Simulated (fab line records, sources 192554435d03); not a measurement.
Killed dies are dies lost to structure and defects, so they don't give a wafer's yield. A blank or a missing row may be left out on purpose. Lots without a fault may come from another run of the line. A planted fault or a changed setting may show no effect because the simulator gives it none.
Chamber matching | flow n5_finfet | N5_HKMG_FIN_CVD_62 on thermal_cvd_si-02: 3 sister chambers
The step deposits a-Si from Si2H6, target thk 3 nm, time 20.8 s. 24 wafers are shown with their chamber, then 12 later ones without.

WAFERS WITH THEIR CHAMBER
wafer  | chamber | heater_power_w (W) | susceptor_temp_C (C)
L075.1 | 0       | 1317               | 499.99
L075.2 | 2       | 1246               | 500.04
L075.4 | 2       | 1227               | 499.70
L077.1 | 0       | 1330               | 499.86
L077.2 | 2       | 1271               | 500.12
L077.3 | 1       | 1448               | 500.13
L079.2 | 0       | 1324               | 500.16
L079.3 | 1       | 1434               | 499.99
L079.6 | 1       | 1454               | 499.85
L081.1 | 1       | 1386               | 499.64
L081.3 | 2       | 1250               | 500.37
L081.4 | 0       | 1302               | 499.73
L083.1 | 2       | 1252               | 499.91
L083.4 | 0       | 1328               | 500.35
L083.6 | 1       | 1417               | 499.58
L085.4 | 0       | 1340               | 500.31
L085.5 | 1       | 1408               | 500.13
L085.6 | 2       | 1232               | 499.95
L087.1 | 0       | 1285               | 500.10
L087.3 | 1       | 1444               | 499.75
L087.6 | 1       | 1430               | 500.38
L089.1 | 2       | 1252               | 500.51
L089.4 | 0       | 1314               | 499.96
L089.6 | 1       | 1421               | 499.96

SIGNATURES (means of the wafers above)
reading          | chamber 0 | chamber 1 | chamber 2 | scatter within a chamber
heater_power_w   | 1317.50   | 1426.89   | 1247.14   | 18.4
susceptor_temp_C | 500.0575  | 499.9344  | 500.0857  | 0.25
Rule: a wafer's distance from a chamber is the root of the sum, over the readings, of the square of ((its reading less the chamber's mean) divided by the reading's scatter). The wafer belongs to the nearest chamber; if the next one is less than 2 further off, it can't be placed. The scatter: the root of (the sum of the squares of (reading less its chamber's mean) over the shown wafers, divided by (wafers less chambers)).

WAFERS WITHOUT THEIR CHAMBER
wafer  | heater_power_w (W) | susceptor_temp_C (C)
L091.4 | 1307               | 500.01
L091.5 | 1258               | 500.46
L091.6 | 1482               | 500.25
L093.2 | 1410               | 500.54
L093.4 | 1243               | 499.90
L093.5 | 1440               | 500.36
L095.2 | 1458               | 500.07
L095.3 | 1249               | 499.84
L095.6 | 1279               | 499.91
L097.3 | 1273               | 499.43
L097.4 | 1239               | 499.75
L097.5 | 1313               | 499.89

WHICH CHAMBER EACH WENT THROUGH
wafer  | from the rows above     | in truth
L091.4 | 0                       | 0
L091.5 | 2                       | 2
L091.6 | 1                       | 1
L093.2 | 1                       | 1
L093.4 | 2                       | 2
L093.5 | 1                       | 1
L095.2 | 1                       | 1
L095.3 | 2                       | 2
L095.6 | can't be placed: 2 or 0 | 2
L097.3 | can't be placed: 2 or 0 | 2
L097.4 | 2                       | 2
L097.5 | 0                       | 0
Placed correctly: 10 of 12. Can't be placed from these rows: 2 (the true chamber is among the candidates in 2). Placed wrongly: 0.
